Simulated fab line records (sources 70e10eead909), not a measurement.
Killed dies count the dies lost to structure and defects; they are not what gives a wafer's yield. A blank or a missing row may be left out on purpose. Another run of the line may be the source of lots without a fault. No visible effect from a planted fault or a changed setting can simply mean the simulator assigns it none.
Which tool is to blame? | flow nand harc | 13 lots with 39 wafers sampled at 6 steps, on a route of 1302 steps

## WHAT THE GAUGES SHOWED, per wafer
NHARC_A_ONON_D2_THK_MEAS_24: measures by ellipsometry.
lot  | measured     | on            | thk nm (nm)
L686 | day 13 13:44 | film metro-02 | 1009 1008 1009
L687 | day 13 13:45 | film metro-01 | 989 991 989
L689 | day 13 18:37 | film metro-02 | 983 982 984
L690 | day 14 20:16 | film metro-01 | 1007 1007 1007
L692 | day 15 14:42 | film metro-02 | 1005 1006 1004
L693 | day 15 14:43 | film metro-02 | 1008 1009 1007
L694 | day 16 08:46 | film metro-01 | 1010 1009 1012
L697 | day 17 13:35 | film metro-01 | 988 988 989
L701 | day 19 06:07 | film metro-02 | 1011 1009 1009
L703 | day 20 08:26 | film metro-01 | 998 996 1000
L705 | day 21 01:17 | film metro-02 | 981 982 980
L709 | day 22 05:45 | film metro-02 | 996 996 997
L708 | day 22 10:33 | film metro-02 | 1003 1001 1000

NHARC_A_ONON_D2_THK_MEAS_27: measures by ellipsometry.
lot  | measured     | on            | thk nm (nm)
L686 | day 13 14:19 | film metro-01 | 1011 1012 1012
L687 | day 13 14:19 | film metro-02 | 997 1001 999
L689 | day 13 19:11 | film metro-02 | 1009 1009 1012
L690 | day 14 20:50 | film metro-01 | 1029 1030 1029
L692 | day 15 15:16 | film metro-01 | 1000 1000 999
L693 | day 15 15:17 | film metro-02 | 1004 1005 1005
L694 | day 16 09:20 | film metro-02 | 992 990 992
L697 | day 17 14:09 | film metro-02 | 984 984 985
L701 | day 19 06:41 | film metro-02 | 769 1004 771 771 1002 771
L703 | day 20 09:01 | film metro-02 | 974 740 974 973 741 972
L705 | day 21 01:51 | film metro-02 | 1002 1001 1004
L709 | day 22 06:19 | film metro-01 | 1009 1009 1011
L708 | day 22 11:07 | film metro-02 | 1009 1011 1009

NHARC_A_ONON_D2_INSPECT_32.
lot  | measured     | on                | raw defect count
L686 | day 13 15:25 | defect inspect-02 | 225 406 367
L687 | day 13 15:25 | defect inspect-01 | 205 265 402
L689 | day 13 20:17 | defect inspect-02 | 524 461 978
L690 | day 14 22:02 | defect inspect-01 | 410 352 332
L692 | day 15 16:23 | defect inspect-01 | 374 500 378
L693 | day 15 16:23 | defect inspect-02 | 267 336 616
L694 | day 16 10:28 | defect inspect-01 | 488 664 651
L697 | day 17 15:15 | defect inspect-01 | 201 204 201
L701 | day 19 11:10 | defect inspect-01 | 331 255 319
L703 | day 20 11:44 | defect inspect-01 | 269 300 603
L705 | day 21 02:58 | defect inspect-02 | 451 287 239
L709 | day 22 07:34 | defect inspect-02 | 239 534 452
L708 | day 22 12:13 | defect inspect-01 | 808 998 565

NHARC_A_CHANNEL_HOLE_D2_INSPECT_12.
lot  | measured     | on                | raw defect count
L686 | day 13 20:07 | defect inspect-01 | 41 48 49
L687 | day 13 18:07 | defect inspect-02 | 11 7 7
L689 | day 14 04:04 | defect inspect-01 | 60 55 52
L690 | day 15 01:54 | defect inspect-01 | 5 4 3
L692 | day 15 19:06 | defect inspect-02 | 46 45 49
L693 | day 15 19:18 | defect inspect-01 | 6 7 10
L694 | day 16 20:37 | defect inspect-02 | 44 69 47
L697 | day 17 19:55 | defect inspect-01 | 7 16 11
L701 | day 19 14:13 | defect inspect-02 | 56
L703 | day 20 18:58 | defect inspect-02 | 16 22
L705 | day 21 07:27 | defect inspect-01 | 58 58 50
L709 | day 22 10:41 | defect inspect-02 | 26 29 25
L708 | day 22 15:07 | defect inspect-02 | 23 31 26

NHARC_END_SORT_01.
lot  | measured     | on        | killed at array | killed at other | killed at periphery | killed dies | killed open | killed short
L686 | day 25 11:52 | prober-02 | 58 67 78        | 2 0 2           | 0 1 1               | 60 68 81    | 1 1 3       | 1 0 2
L687 | day 25 20:25 | prober-02 | 49 51 50        | 0 0 0           | 5 3 4               | 54 54 54    | 3 4 1       | 2 1 5
L689 | day 25 14:12 | prober-01 | 47 49 58        | 0 1 0           | 3 4 5               | 50 54 63    | 3 6 2       | 1 5 3
L690 | day 26 14:32 | prober-02 | 41 46 54        | 3 1 0           | 5 14 10             | 49 61 64    | 3 2 6       | 4 7 1
L692 | day 27 08:34 | prober-01 | 51 76 70        | 2 0 0           | 3 1 2               | 56 77 72    | 2 3 4       | 3 0 0
L693 | day 26 23:14 | prober-01 | 45 45 40        | 2 1 1           | 0 5 2               | 47 51 43    | 4 2 3       | 0 1 1
L694 | day 28 05:51 | prober-02 | 56 64 57        | 0 0 0           | 8 5 3               | 64 69 60    | 3 3 4       | 1 1 4
L697 | day 29 04:56 | prober-01 | 16 14 23        | 0 1 1           | 1 0 3               | 17 15 27    | 5 4 9       | 0 4 3
L701 | day 30 09:39 | prober-02 | 677 80 676      | 0 0 0           | 0 0 1               | 677 80 677  | 6 5 3       | 5 1 1
L703 | day 32 04:54 | prober-02 | 30 672 35       | 2 0 0           | 6 5 7               | 38 677 42   | 0 1 5       | 2 0 6
L705 | day 32 12:42 | prober-01 | 53 59 52        | 0 1 0           | 6 1 3               | 59 61 55    | 3 2 4       | 0 1 3
L709 | day 34 02:55 | prober-02 | 54 98 81        | 1 0 1           | 2 2 3               | 57 100 85   | 3 1 5       | 2 2 5
L708 | day 34 13:55 | prober-01 | 71 60 60        | 0 0 1           | 4 4 1               | 75 64 62    | 4 3 0       | 2 1 4

## TOOL THAT RAN EACH LOT (tool first, then ch and the chambers of the sampled wafers, then the start)
lot  | NHARC_A_ONON_D2_DEP_25
L686 | pecvd onon-02 ch 0, day 13 13:48
L687 | pecvd onon-04 ch 0, day 13 13:52
L689 | pecvd onon-02 ch 0, day 13 18:51
L690 | pecvd onon-02 ch 0, day 14 20:26
L692 | pecvd onon-03 ch 0, day 15 14:56
L693 | pecvd onon-04 ch 0, day 15 14:50
L694 | pecvd onon-03 ch 0, day 16 08:50
L697 | pecvd onon-03 ch 0, day 17 13:38
L701 | pecvd onon-02 ch 0, day 19 06:14
L703 | pecvd onon-02 ch 0, day 20 08:30
L705 | pecvd onon-03 ch 0, day 21 01:20
L709 | pecvd onon-03 ch 0, day 22 05:52
L708 | pecvd onon-03 ch 0, day 22 10:36
- NHARC_A_ONON_D2_DEP_25: target thk 1000 nm.

## AS READ BY THE TOOLS THEMSELVES (means over the sampled wafers that have a number; for cases with no such wafer, the mark the record gives instead)
NHARC_A_ONON_D2_DEP_25.
lot  | tool          | susceptor temp C (C)
L686 | pecvd onon-02 | 400.08
L687 | pecvd onon-04 | 400.00
L689 | pecvd onon-02 | 399.93
L690 | pecvd onon-02 | 399.98
L692 | pecvd onon-03 | 399.70
L693 | pecvd onon-04 | 399.94
L694 | pecvd onon-03 | 400.05
L697 | pecvd onon-03 | 400.16
L701 | pecvd onon-02 | 399.93
L703 | pecvd onon-02 | 399.75
L705 | pecvd onon-03 | 400.08
L709 | pecvd onon-03 | 399.91
L708 | pecvd onon-03 | 400.06

## THE ANSWER, worked out from the rows above alone
Rule: the usual values come from the lots themselves. Put in order of their means at a reading, lots are off if they are a third of the lots or fewer, leave a main group of 4 or more, and stand apart from it by a gap of 3 or more times the standard deviation of the main group's means; of several such gaps the widest counts. A main group is skipped when, at the precision printed for the reading in the tables above, its means are all equal. A lot without any number at a reading at which 4 lots or more have one is off too. Where the step has rows for the other lots, those lots are counted as sound. The gauges are gone through in route order, then the tools' own readings, and for those a lot's mean is taken as printed above. At the first step where some lot is off, the reading lying furthest off is the one used; lots without a number count as furthest.
Off at NHARC_A_ONON_D2_THK_MEAS_27 (thk nm): L701, L703. For the main group the mean is 1005 nm and the standard deviation 11.
If a tool, at a process step before that reading, ran all the lots that are off and no sound lot after the first of them, it fits. Not tried: the gauges at NHARC_A_ONON_D2_THK_MEAS_27; whatever is off there is also off at NHARC_END_SORT_01, on other tools, and gauge error can't account for it. One fits: pecvd onon-02 at NHARC_A_ONON_D2_DEP_25. A fault onset in the window from L690 (day 14 20:26, its last sound lot) to L701 (day 19 06:14, its first lot off) fits.

## WHAT HAD BEEN PUT IN BY THE SIMULATOR
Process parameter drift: pecvd onon-02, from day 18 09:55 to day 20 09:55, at NHARC_A_ONON_D2_DEP_25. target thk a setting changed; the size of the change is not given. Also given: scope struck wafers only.
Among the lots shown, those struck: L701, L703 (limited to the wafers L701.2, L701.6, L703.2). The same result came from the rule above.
